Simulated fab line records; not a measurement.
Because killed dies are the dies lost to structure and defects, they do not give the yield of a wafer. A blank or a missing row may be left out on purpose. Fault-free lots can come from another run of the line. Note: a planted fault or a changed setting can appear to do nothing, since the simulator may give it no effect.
Chamber matching :: flow n5_finfet :: 4 sister chambers for N5_PASSIVATION_DESCUM_46 on rie_diel-04
The step chemistry O2, time 7.9 s. 4 wafers are shown with their chamber, then 7 later ones without.

== WAFERS, EACH WITH ITS CHAMBER ==
wafer: L079.2
chamber: 0
showerhead_plenum_p_Torr (Torr): 2.12

wafer: L079.4
chamber: 3
showerhead_plenum_p_Torr (Torr): 2.02

wafer: L079.6
chamber: 2
showerhead_plenum_p_Torr (Torr): 2.11

wafer: L086.5
chamber: 1
showerhead_plenum_p_Torr (Torr): 2.06

== WAFERS WITH NO CHAMBER GIVEN ==
wafer: L086.6
showerhead_plenum_p_Torr (Torr): 2.01

wafer: L092.3
showerhead_plenum_p_Torr (Torr): 2.06

wafer: L092.4
showerhead_plenum_p_Torr (Torr): 2.12

wafer: L092.5
showerhead_plenum_p_Torr (Torr): 2.11

wafer: L097.1
showerhead_plenum_p_Torr (Torr): 2.06

wafer: L097.2
showerhead_plenum_p_Torr (Torr): 2.10

wafer: L097.6
showerhead_plenum_p_Torr (Torr): 2.00

== WHICH CHAMBER EACH ONE RAN IN ==
wafer: L086.6
from the rows above: 3
in truth: 3

wafer: L092.3
from the rows above: 1
in truth: 1

wafer: L092.4
from the rows above: can't be placed: 0 or 2
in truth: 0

wafer: L092.5
from the rows above: can't be placed: 2 or 0
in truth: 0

wafer: L097.1
from the rows above: 1
in truth: 1

wafer: L097.2
from the rows above: can't be placed: 2 or 0
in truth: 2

wafer: L097.6
from the rows above: 3
in truth: 3
Correctly placed: 4 of 7. These rows do not allow placing 3 (true chamber among the candidates in 3). Wrongly placed: 0.
How it was worked out, from the rows above alone: a wafer's distance from a chamber is the root of the sum, over the readings, of the square of ((its reading less the chamber's mean) divided by the reading's scatter). The wafer belongs to the nearest chamber; if the next one is less than 2 further off, it can't be placed. Each chamber's mean is taken over the wafers shown for it. The scatter: with one shown wafer a chamber, the root of the mean of the squares of how far each hidden wafer lies from its nearest shown one.
